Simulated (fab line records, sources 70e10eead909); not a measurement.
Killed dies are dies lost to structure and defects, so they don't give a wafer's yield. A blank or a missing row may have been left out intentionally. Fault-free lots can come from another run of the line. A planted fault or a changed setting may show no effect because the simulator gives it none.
Matching of chambers + flow nand harc + NHARC_A_STAIRCASE_TRIM_12 on rie diel-10: 4 sister chambers
The step chemistry O2, time 211.2 s. 20 wafers are shown with their chamber, then 10 later ones without.

== WAFERS, EACH WITH ITS CHAMBER ==
| wafer  | chamber | drypump motor current A (A) | showerhead plenum p Torr (Torr) | rf vpp V (V) |
|--------|---------|-----------------------------|---------------------------------|--------------|
| L074.1 | 3       | 5.9                         | 3.43                            | 58.6         |
| L074.2 | 2       | 5.8                         | 3.72                            | 57.9         |
| L074.6 | 0       | 5.0                         | 3.57                            | 58.1         |
| L076.2 | 2       | 5.8                         | 3.72                            | 58.9         |
| L076.3 | 1       | 6.4                         | 3.61                            | 57.1         |
| L076.4 | 3       | 5.9                         | 3.43                            | 58.5         |
| L080.1 | 3       | 5.9                         | 3.42                            | 58.5         |
| L080.4 | 1       | 6.5                         | 3.61                            | 57.2         |
| L080.6 | 1       | 6.4                         | 3.61                            | 57.9         |
| L083.1 | 3       | 5.9                         | 3.41                            | 57.5         |
| L083.5 | 1       | 6.4                         | 3.60                            | 57.1         |
| L083.6 | 2       | 5.8                         | 3.71                            | 57.7         |
| L084.2 | 0       | 5.0                         | 3.56                            | 58.3         |
| L084.3 | 3       | 5.9                         | 3.41                            | 58.5         |
| L084.5 | 3       | 5.9                         | 3.41                            | 57.2         |
| L085.2 | 3       | 5.9                         | 3.41                            | 58.3         |
| L085.4 | 0       | 5.0                         | 3.56                            | 57.2         |
| L085.5 | 2       | 5.8                         | 3.70                            | 58.0         |
| L087.4 | 3       | 5.9                         | 3.41                            | 56.7         |
| L087.5 | 3       | 5.8                         | 3.41                            | 57.1         |

SIGNATURES, as means of the wafers listed above
| reading                  | chamber 0 | chamber 1 | chamber 2 | chamber 3 | scatter within a chamber |
|--------------------------|-----------|-----------|-----------|-----------|--------------------------|
| drypump motor current A  | 5.000     | 6.425     | 5.800     | 5.889     | 0.032                    |
| showerhead plenum p Torr | 3.5633    | 3.6075    | 3.7125    | 3.4156    | 0.00806                  |
| rf vpp V                 | 57.867    | 57.325    | 58.125    | 57.878    | 0.634                    |
Rule: for each reading, subtract the chamber's mean from the wafer's reading, divide by that reading's scatter and square the result; add these up over the readings and take the root, which gives the wafer's distance from the chamber. If the next closest chamber is less than 2 further off than the closest, the wafer can't be placed; otherwise it belongs to the closest. The scatter: take each reading less its chamber's mean, square it, sum over the shown wafers, divide by the number of wafers less the number of chambers, and take the root.

== WAFERS MISSING THEIR CHAMBER ==
| wafer  | drypump motor current A (A) | showerhead plenum p Torr (Torr) | rf vpp V (V) |
|--------|-----------------------------|---------------------------------|--------------|
| L087.6 | 5.0                         | 3.55                            | 57.9         |
| L090.1 | 6.4                         | 3.59                            | 59.0         |
| L090.3 | 5.9                         | 3.40                            | 57.1         |
| L090.5 | 6.4                         | 3.59                            | 58.5         |
| L096.1 | 5.0                         | 3.54                            | 59.0         |
| L096.3 | 5.8                         | 3.69                            | 59.3         |
| L096.6 | 5.8                         | 3.69                            | 57.8         |
| L097.1 | 5.9                         | 3.38                            | 57.4         |
| L097.2 | 6.5                         | 3.57                            | 58.6         |
| L097.4 | 5.8                         | 3.68                            | 57.4         |

== WHICH CHAMBER EACH ONE RAN IN ==
| wafer  | from the rows above | in truth |
|--------|---------------------|----------|
| L087.6 | 0                   | 0        |
| L090.1 | 1                   | 1        |
| L090.3 | 3                   | 3        |
| L090.5 | 1                   | 1        |
| L096.1 | 0                   | 0        |
| L096.3 | 2                   | 2        |
| L096.6 | 2                   | 2        |
| L097.1 | 3                   | 3        |
| L097.2 | 1                   | 1        |
| L097.4 | 2                   | 2        |
Placed correctly: 10 of 10. From these rows, 0 cannot be placed. Number placed wrongly: 0.
